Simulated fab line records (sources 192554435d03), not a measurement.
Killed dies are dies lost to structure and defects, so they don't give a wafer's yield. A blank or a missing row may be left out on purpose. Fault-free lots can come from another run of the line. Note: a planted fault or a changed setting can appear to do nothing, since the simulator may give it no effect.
What tool caused it?	flow n5Finfet	10 lots with 30 wafers sampled at 5 steps, on a route of 1938 steps

== WHAT EACH GAUGE READ, for each wafer ==
N5_BEOL_M13_THK_MEAS_50: measures by xrf.
lot	measured	on	M13_THK (nm)
L969	day 11 19:25	filmMetro-02	404 402 399
L972	day 13 07:04	filmMetro-01	407 412 413
L973	day 13 10:18	filmMetro-01	425 418 411
L977	day 14 05:01	filmMetro-01	414 403 407
L976	day 14 12:14	filmMetro-02	423 420 409
L978	day 15 11:01	filmMetro-01	416 410 417
L986	day 16 20:05	filmMetro-01	421 426 420
L987	day 17 08:17	filmMetro-01	417 412 414
L991	day 18 04:04	filmMetro-01	422 409 415
L992	day 18 14:33	filmMetro-02	415 411 411

N5_BEOL_M13_RS_MEAS_54: a four-point-probe measurement.
lot	measured	on	M13_RS (ohm/sq)
L969	day 11 19:34	filmMetro-02	0.0460 0.0462 0.0465
L972	day 13 07:11	filmMetro-01	0.0461 0.0452 0.0452
L973	day 13 10:26	filmMetro-01	0.0443 0.0447 0.0457
L977	day 14 05:10	filmMetro-01	0.0450 0.0462 0.0455
L976	day 14 12:22	filmMetro-02	0.0441 0.0447 0.0456
L978	day 15 11:09	filmMetro-02	0.0450 0.0455 0.0448
L986	day 16 20:13	filmMetro-01	0.0440 0.0440 0.0446
L987	day 17 08:25	filmMetro-02	0.0450 0.0458 0.0453
L991	day 18 04:13	filmMetro-01	0.0438 0.0453 0.0450
L992	day 18 14:40	filmMetro-01	0.0447 0.0452 0.0450

== WHAT TOOL EACH LOT RAN ON (gives the tool, then ch and the chambers of the sampled wafers, and finally the start) ==
lot	N5_BEOL_M13_STRIP_37	N5_BEOL_M13_SPUTTER_43	N5_BEOL_M13_CMP_49
L969	plasmaAsher-02 ch 0,1, day 11 16:08	pvdSputter-03, day 11 18:21	cmp-02 ch 1,2,3, day 11 19:07
L972	plasmaAsher-02 ch 0,1, day 13 02:52	pvdSputter-01, day 13 05:36	cmp-03 ch 0,2,3, day 13 06:48
L973	plasmaAsher-02 ch 0,1, day 13 08:40	pvdSputter-02, day 13 09:07	cmp-02 ch 1,2,3, day 13 10:07
L977	plasmaAsher-02 ch 0,1, day 13 22:52	pvdSputter-01, day 14 03:07	cmp-02 ch 0,3, day 14 04:43
L976	plasmaAsher-01 ch 0,1, day 14 07:31	pvdSputter-03, day 14 08:52	cmp-03 ch 1,2,3, day 14 12:01
L978	plasmaAsher-01 ch 0,1, day 15 09:13	pvdSputter-02, day 15 09:55	cmp-02 ch 0,2,3, day 15 10:44
L986	plasmaAsher-01 ch 0,1, day 16 17:39	pvdSputter-03, day 16 18:33	cmp-03 ch 0,1,3, day 16 19:49
L987	plasmaAsher-01 ch 0,1, day 17 04:52	pvdSputter-01, day 17 06:59	cmp-04 ch 1,2,3, day 17 08:01
L991	plasmaAsher-02 ch 0,1, day 17 22:49	pvdSputter-03, day 18 01:52	cmp-03 ch 0,1,2, day 18 03:46
L992	plasmaAsher-02 ch 0, day 18 11:16	pvdSputter-02, day 18 13:31	cmp-02 ch 0,2, day 18 14:17
- N5_BEOL_M13_STRIP_37: strips in N2/H2.
- N5_BEOL_M13_SPUTTER_43: material TaN, target thk 15 nm, time 24.19 s.
- N5_BEOL_M13_CMP_49: polishes, stops on SiOC, t overpolish 17.1 s, target thk 420 nm.

== WHAT THE TOOLS THEMSELVES READ (means of the sampled wafers that have a number; where no wafer has one, the mark that the record gives instead) ==
N5_BEOL_M13_STRIP_37.
lot	tool	drypumpMotorCurrentA (A)	h2FlowSccm (sccm)	heaterPowerW (W)	oesProductAu (a.u.)
L969	plasmaAsher-02	5.32	3254	344	0.785
L972	plasmaAsher-02	5.43	3244	349	0.781
L973	plasmaAsher-02	5.40	3247	351	0.780
L977	plasmaAsher-02	5.43	3253	359	0.787
L976	plasmaAsher-01	5.21	3246	342	0.786
L978	plasmaAsher-01	5.43	3243	360	0.783
L986	plasmaAsher-01	5.45	3258	352	0.787
L987	plasmaAsher-01	5.42	3257	355	0.783
L991	plasmaAsher-02	5.31	3243	350	0.784
L992	plasmaAsher-02	5.23	3270	342	0.784

N5_BEOL_M13_SPUTTER_43.
lot	tool	chamberPressurePa (Pa)	throttleValvePct (%)
L969	pvdSputter-03	0.12015	30.4
L972	pvdSputter-01	0.11985	29.7
L973	pvdSputter-02	0.12003	30.9
L977	pvdSputter-01	0.12013	28.8
L976	pvdSputter-03	0.12011	30.4
L978	pvdSputter-02	0.11989	30.7
L986	pvdSputter-03	0.12007	30.3
L987	pvdSputter-01	0.11978	28.6
L991	pvdSputter-03	0.12000	30.3
L992	pvdSputter-02	0.12019	30.8

N5_BEOL_M13_CMP_49.
lot	tool	barrierFieldEndpointS (s)	headPressurePsi (psi)	motorCurrentA (A)
L969	cmp-02	30.0	1.0016	5.9
L972	cmp-03	30.9	1.0010	6.3
L973	cmp-02	30.9	0.9994	5.9
L977	cmp-02	30.0	0.9996	5.8
L976	cmp-03	29.5	0.9999	6.2
L978	cmp-02	30.4	0.9976	6.0
L986	cmp-03	29.9	1.0003	6.0
L987	cmp-04	30.8	1.0012	6.4
L991	cmp-03	28.4	0.9996	6.3
L992	cmp-02	31.4	0.9997	6.1

== THE ANSWER, worked out from the rows above alone ==
Rule: what is usual is taken from the lots themselves. Put in order of their means at a reading, lots are off if they are a third of the lots or fewer, leave a main group of 4 or more, and stand apart from it by a gap of 3 or more times the standard deviation of the main group's means; of several such gaps the widest counts. Not used: any main group whose means are identical at the precision the tables above print for the reading. A lot without any number at a reading at which 4 lots or more have one is off too. All remaining lots with rows at the step are treated as sound. The gauges are gone through in route order, then the tools' own readings, and for those a lot's mean is taken as printed above. At the first step where some lot is off, the reading lying furthest off is the one used; lots without a number count as furthest.
Nothing can be told from this: no lot is off at any reading shown.

== WHAT THE SIMULATOR HAD INSERTED ==
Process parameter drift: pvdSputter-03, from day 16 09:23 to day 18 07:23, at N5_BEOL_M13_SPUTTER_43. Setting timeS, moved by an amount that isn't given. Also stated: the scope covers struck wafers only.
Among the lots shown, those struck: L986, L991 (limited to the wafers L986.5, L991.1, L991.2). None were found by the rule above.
